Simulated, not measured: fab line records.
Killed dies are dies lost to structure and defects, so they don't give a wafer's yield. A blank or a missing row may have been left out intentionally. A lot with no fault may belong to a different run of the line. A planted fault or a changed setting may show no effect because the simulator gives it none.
Matching of chambers ; flow n5_finfet ; 3 sister chambers for N5_BEOL_M4_ILD_DEP_00 on pecvd-01
The step deposits SiOC from DEMS/O2, target thk 79 nm, time 15.3 s. 3 wafers are shown with their chamber, then 7 later ones without.

## WAFERS PAIRED WITH THEIR CHAMBERS
wafer;chamber;throttle_valve_pct (%)
L087.6;1;11.8
L093.1;2;11.5
L093.2;0;11.0

## WAFERS WHOSE CHAMBER IS MISSING
wafer;throttle_valve_pct (%)
L093.5;10.9
L091.1;11.8
L091.3;10.9
L091.6;11.8
L092.2;11.8
L092.4;11.1
L092.6;11.7

## CHAMBER TAKEN BY EACH
wafer;from the rows above;in truth
L093.5;0;0
L091.1;1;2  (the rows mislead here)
L091.3;0;0
L091.6;1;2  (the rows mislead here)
L092.2;1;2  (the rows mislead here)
L092.4;0;0
L092.6;can't be placed: 1 or 2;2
3 of 7 placed correctly. Not placeable from these rows: 1 (in 1, the candidates include the true chamber). Placed wrongly: 3.
How it was worked out, from the rows above alone: a wafer's distance from a chamber is the root of the sum, over the readings, of the square of ((its reading less the chamber's mean) divided by the reading's scatter). The wafer belongs to the nearest chamber; if the next one is less than 2 further off, it can't be placed. A chamber's mean is the mean of its shown wafers. The scatter: root of mean squared gap, hidden wafer to nearest shown wafer, with one shown wafer a chamber.
